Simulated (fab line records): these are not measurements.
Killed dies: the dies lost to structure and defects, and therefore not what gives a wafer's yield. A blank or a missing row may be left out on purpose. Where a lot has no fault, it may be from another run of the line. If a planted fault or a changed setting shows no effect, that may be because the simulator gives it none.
Which tool did it?	flow nand harc	24 lots, 72 wafers sampled, at 2 steps of a route of 1159

== WHAT THE GAUGES SHOWED, per wafer ==
NHARC_A_CHANNEL_FILL_D1_THK_MEAS_06: measures by ellipsometry. Usual: thk nm at 4.9 nm, with a standard deviation of 1.
lot	measured	on	thk nm (nm)	flag
L074	day 12 19:43	film metro-01	4.7 4.3 4.4	
L077	day 12 19:43	film metro-02	5.1 5.5 6.2	
L078	day 12 19:43	film metro-01	4.7 5.1 6.1	
L075	day 13 02:34	film metro-01	5.1 5.0 5.8	
L076	day 13 02:34	film metro-02	5.2 6.7 7.0	
L081	day 13 09:13	film metro-02	5.1 6.1 6.3	
L079	day 13 09:13	film metro-02	3.4 4.4 5.8	
L080	day 13 09:14	film metro-01	4.5 3.8 4.9	
L082	day 13 09:13	film metro-01	5.0 4.2 6.5	
L083	day 13 15:07	film metro-02	4.5 3.6 3.8	
L084	day 13 15:07	film metro-02	3.4 5.7 5.7	
L087	day 13 18:53	film metro-02	6.0 4.6 3.3	
L085	day 13 18:53	film metro-02	3.5 2.8 5.7	
L088	day 14 03:55	film metro-02	5.5 3.7 4.8	
L086	day 14 03:56	film metro-02	5.2 4.7 3.1	
L089	day 14 03:56	film metro-02	3.9 5.6 6.3	
L092	day 14 07:32	film metro-01	6.5 5.3 5.6	
L090	day 14 07:31	film metro-01	6.2 5.1 3.9	
L091	day 14 07:31	film metro-02	4.7 5.8 2.6	
L093	day 14 18:02	film metro-02	5.5 5.6 5.2	
L094	day 14 21:47	film metro-02	4.9 5.2 4.7	
L095	day 14 21:47	film metro-01	4.4 4.4 3.6	
L096	day 15 15:59	film metro-02	6.1 6.3 6.5	
L097	day 15 19:37	film metro-01	5.7 5.7 5.3	

== TOOL THAT RAN EACH LOT (tool first, then ch and the chambers of the sampled wafers, then the start) ==
lot	NHARC_A_CHANNEL_FILL_D1_ALD_02
L074	ald hk-02 ch 1,2, day 11 04:43
L077	ald hk-02 ch 1,2, day 11 08:21
L078	ald hk-04 ch 1,2,3, day 11 08:56
L075	ald hk-01 ch 1,3, day 11 14:33
L076	ald hk-01 ch 2,3, day 11 14:55
L081	ald hk-01 ch 2,3, day 11 19:07
L079	ald hk-01 ch 0,3, day 11 19:28
L080	ald hk-02 ch 0,1, day 11 22:29
L082	ald hk-02 ch 0,3, day 11 22:56
L083	ald hk-04 ch 0,2, day 12 02:40
L084	ald hk-04 ch 0,2,3, day 12 03:02
L087	ald hk-04 ch 1,2, day 12 06:51
L085	ald hk-01 ch 1,2,3, day 12 07:19
L088	ald hk-02 ch 0,2,3, day 12 12:33
L086	ald hk-04 ch 0,2,3, day 12 12:36
L089	ald hk-01 ch 1,2,3, day 12 15:11
L092	ald hk-02 ch 0,2,3, day 12 15:46
L090	ald hk-01 ch 0,1,3, day 12 19:26
L091	ald hk-01 ch 0,2,3, day 12 20:05
L093	ald hk-01 ch 0,1,2, day 13 03:52
L094	ald hk-01 ch 0,2, day 13 08:19
L095	ald hk-04 ch 0,1,2, day 13 09:18
L096	ald hk-04 ch 0,1, day 14 01:58
L097	ald hk-02 ch 0,1,3, day 14 07:44
- NHARC_A_CHANNEL_FILL_D1_ALD_02: deposits SiO2, target thk 6 nm, pulse time 10 s, ald cycles 60.

== AS READ BY THE TOOLS THEMSELVES (means over the sampled wafers that have a number; for cases with no such wafer, the mark the record gives instead) ==
NHARC_A_CHANNEL_FILL_D1_ALD_02. Usual: heater power outer w 246 W, standard deviation 25; heater power w 448 W, standard deviation 37; precursor pulse height rel 1.001, standard deviation 0.019.
lot	tool	heater power outer w (W)	heater power w (W)	precursor pulse height rel	flag
L074	ald hk-02	230	421	0.995	
L077	ald hk-02	228	421	0.997	
L078	ald hk-04	268	474	0.990	
L075	ald hk-01	232	430	1.004	
L076	ald hk-01	245	432	1.014	
L081	ald hk-01	249	448	1.014	
L079	ald hk-01	239	438	0.991	
L080	ald hk-02	254	460	0.998	
L082	ald hk-02	272	481	1.005	
L083	ald hk-04	220	406	0.987	
L084	ald hk-04	245	437	1.001	
L087	ald hk-04	265	479	1.023	
L085	ald hk-01	239	445	0.980	
L088	ald hk-02	258	448	1.010	
L086	ald hk-04	242	436	1.004	
L089	ald hk-01	240	449	1.002	
L092	ald hk-02	259	450	1.019	
L090	ald hk-01	235	447	0.988	
L091	ald hk-01	238	445	0.976	
L093	ald hk-01	234	452	1.006	
L094	ald hk-01	235	466	1.017	
L095	ald hk-04	242	442	0.998	
L096	ald hk-04	242	458	1.014	
L097	ald hk-02	261	456	0.980	

== THE ANSWER, worked out from the rows above alone ==
Rule: a lot counts as off when the mean over its wafers that have a number is more than 3 standard deviations away from the usual mean. Also off: a lot with no number at a reading for which 4 or more lots have one. Where the step has rows for the other lots, those lots are counted as sound. After the gauges, taken in route order, come the tools' own readings; for these a lot's mean is taken, as printed above. The first step at which some lot is off is used, and at that step the reading that is off furthest; a lot without a number counts as furthest.
No lot is off on any of the readings shown, so nothing can be concluded from this.

== WHAT THE SIMULATOR HAD INSERTED ==
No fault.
